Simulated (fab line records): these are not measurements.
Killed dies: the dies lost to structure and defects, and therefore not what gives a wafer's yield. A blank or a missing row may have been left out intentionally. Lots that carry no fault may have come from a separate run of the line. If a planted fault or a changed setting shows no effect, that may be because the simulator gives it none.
Chamber matching ; flow nand-harc ; NHARC_P_CONTACT_STRIP_28 on rie-diel-08: 4 sister chambers
The step strips in O2. 20 wafers are shown with their chamber, then 9 later ones without.

WAFERS PAIRED WITH THEIR CHAMBERS
wafer;chamber;showerhead-plenum-p-Torr (Torr);drypump-motor-current-A (A);rf-vpp-V (V)
L074.1;1;3.76;5.8;58.3
L074.2;2;3.65;5.2;58.2
L074.6;2;3.65;5.2;59.5
L080.1;0;3.48;5.7;58.6
L080.4;3;3.47;6.2;56.3
L080.5;0;3.48;5.7;58.3
L083.3;1;3.75;5.8;58.3
L083.5;3;3.47;6.2;57.0
L083.6;0;3.48;5.7;57.4
L084.4;2;3.65;5.2;56.9
L084.5;2;3.65;5.2;57.6
L086.2;1;3.75;5.8;58.1
L086.4;2;3.65;5.1;58.3
L086.5;3;3.47;6.2;57.2
L088.2;2;3.65;5.1;57.1
L088.4;3;3.47;6.2;57.3
L088.5;0;3.48;5.7;58.2
L090.2;1;3.75;5.8;58.5
L090.4;3;3.47;6.3;59.4
L090.6;0;3.48;5.7;58.0

SIGNATURES, as means of the wafers listed above
reading;chamber 0;chamber 1;chamber 2;chamber 3;scatter within a chamber
showerhead-plenum-p-Torr;3.4800;3.7525;3.6500;3.4700;0.00217
drypump-motor-current-A;5.700;5.800;5.167;6.220;0.0365
rf-vpp-V;58.100;58.300;57.933;57.440;0.823
Rule: a wafer lies at a distance from a chamber equal to the root of the sum of squares, over the readings, of (its reading less the chamber's mean, divided by the reading's scatter). The wafer belongs to the nearest chamber; if the next one is less than 2 further off, it can't be placed. The scatter is the square root of a quotient: the sum, over the shown wafers, of each reading's squared deviation from its chamber's mean, divided by wafers minus chambers.

WAFERS WHOSE CHAMBER IS MISSING
wafer;showerhead-plenum-p-Torr (Torr);drypump-motor-current-A (A);rf-vpp-V (V)
L092.1;3.65;5.1;59.0
L092.3;3.47;6.3;57.3
L092.4;3.75;5.8;59.4
L096.1;3.48;5.7;58.0
L096.3;3.47;6.2;57.4
L096.5;3.75;5.8;58.0
L094.3;3.48;5.7;58.7
L094.4;3.65;5.2;57.8
L094.5;3.48;5.7;57.0

THE CHAMBER EACH PASSED THROUGH
wafer;from the rows above;in truth
L092.1;2;2
L092.3;3;3
L092.4;1;1
L096.1;0;0
L096.3;3;3
L096.5;1;1
L094.3;0;0
L094.4;2;2
L094.5;0;0
Correctly placed: 9 of 9. Number that these rows cannot place: 0. Placed wrongly: 0.
